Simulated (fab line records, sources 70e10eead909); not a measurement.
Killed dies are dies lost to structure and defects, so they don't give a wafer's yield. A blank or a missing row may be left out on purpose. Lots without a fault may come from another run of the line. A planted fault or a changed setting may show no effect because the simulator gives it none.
Problem report in the 8D (eight disciplines) form, filled by code | flow nand_harc | the parts of the form that need people (team, actions taken, sign-off) are left out

1. THE PROBLEM
cd_nm at NHARC_A_CHANNEL_HOLE_D2_CD_MEAS_10 reads a mean of 115.8 nm on 5 wafers of 3 lots; wafers without a fault read 100.3 nm with a standard deviation of 0.74. That is +21 standard deviations from the usual mean.
The step: target cd 100 nm.
First seen on wafer L150.6, day 21 06:29, on cd_sem-02. The record holds 42 wafers of 15 lots with a number at this step. Rule for "out", or "out of limits": more than 4 standard deviations from the usual mean. The other wafers with a number count as sound.

2. WHAT IT IS AND WHAT IT IS NOT
question                    | is                                     | is not
which readings at this step | cd_nm                                  | -
which lots                  | L150, L151, L152                       | L130, L131, L132, L136, L137, L138, L139, L140, L141, L144, L145, L146
which wafers of those lots  | L150.6, L151.2, L151.6, L152.2, L152.6 | L150.4
read on which gauges        | cd_sem-02, cd_sem-03                   | cd_sem-01
when                        | from day 21 06:29                      | up to then (37 sound wafers)

3. SUSPECTS, AND WHAT RULES EACH OUT
Counting: a tool at a process step up to the reading stays a suspect if it ran every lot that is out. Sound lots after the first of them don't rule it out here, since some wafers of a struck lot are sound.
- the gauge at NHARC_A_CHANNEL_HOLE_D2_CD_MEAS_10: ruled out. The wafers that are out were read on 2 gauges (cd_sem-02, cd_sem-03).
- litho_track-06 at NHARC_A_CHANNEL_HOLE_D2_PEB_08 (peb time 65 s): kept. It ran every lot that is out, first L150 (day 21 06:23); its last sound lot up to then is L146 (day 19 21:51).
Left after counting: litho_track-06 at NHARC_A_CHANNEL_HOLE_D2_PEB_08.

4. THE CAUSE (what the simulator had put in)
Process parameter drift: litho_track-06, from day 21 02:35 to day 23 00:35, at NHARC_A_CHANNEL_HOLE_D2_PEB_08. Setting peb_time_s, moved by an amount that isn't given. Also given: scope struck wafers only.
Counting left only this tool.

5. THE CHAIN OF EFFECTS, in route order
Each row: a reading whose mean over the struck wafers that have a number lies more than 3 standard deviations from the usual. Only readings for which the record gives a usual standard deviation are gone through. hours: the time from each lot's start at the first step in this table that gives one to its start at this step, as a median over the lots. sigmas: the change in usual standard deviations.
hours | step                               | reading                           | usual    | on struck wafers | change | sigmas
0     | NHARC_A_CHANNEL_HOLE_D2_CD_MEAS_10 | cd_nm                             | 100.3 nm | 115.8            | +15.5  | +21
8     | NHARC_A_CHANNEL_HOLE_D2_CD_MEAS_31 | cd_nm                             | 89.4 nm  | 106.4            | +17.0  | +10
8     | NHARC_A_CHANNEL_HOLE_D2_XSEM_32    | bot_cd_nm                         | 74.0 nm  | 90.8             | +16.8  | +9.3
271   | NHARC_END_WLT_00                   | VT_DECK2_BOTTOM                   | 0.869    | 0.910            | +0.041 | +5.2
271   | NHARC_END_WLT_00                   | VT_DECK2_BOTTOM_INNER             | 0.868    | 0.910            | +0.042 | +5.3
271   | NHARC_END_WLT_00                   | VT_DECK2_MEDIAN_NEAR_BOTTOM       | 0.870    | 0.910            | +0.040 | +5.8
271   | NHARC_END_WLT_00                   | VT_DECK2_MEDIAN_NEAR_BOTTOM_INNER | 0.871    | 0.911            | +0.040 | +5.1
271   | NHARC_END_WLT_00                   | VT_DECK2_MIDDLE                   | 0.883    | 0.915            | +0.032 | +4.6
271   | NHARC_END_WLT_00                   | VT_DECK2_MIDDLE_INNER             | 0.884    | 0.919            | +0.035 | +5.5
271   | NHARC_END_WLT_00                   | VT_DECK2_TOP                      | 0.896    | 0.927            | +0.031 | +5.0
271   | NHARC_END_WLT_00                   | VT_DECK2_TOP_INNER                | 0.896    | 0.926            | +0.030 | +4.5
The process steps in it:
- NHARC_A_CHANNEL_HOLE_D2_XSEM_32
Later measuring or inspecting steps at which every struck wafer that the step has a row for has a number for every such reading, and none has moved that far: NHARC_A_CHANNEL_HOLE_D2_INSPECT_12.

6. WHAT WOULD HAVE CAUGHT IT SOONER
In this record the first reading out of limits at a measuring or inspecting step was taken at day 21 06:29, 4 hours after the fault began at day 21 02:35.
Of the tool readings at NHARC_A_CHANNEL_HOLE_D2_PEB_08 for which the record gives a usual standard deviation, none was out on any struck wafer, so an alarm limit of 4 standard deviations on them would not have fired.
Of the lots that are out (3), L151, L152 began NHARC_A_CHANNEL_HOLE_D2_PEB_08 on litho_track-06 after day 21 06:29. A hold on the tool at that time would have spared those 2.
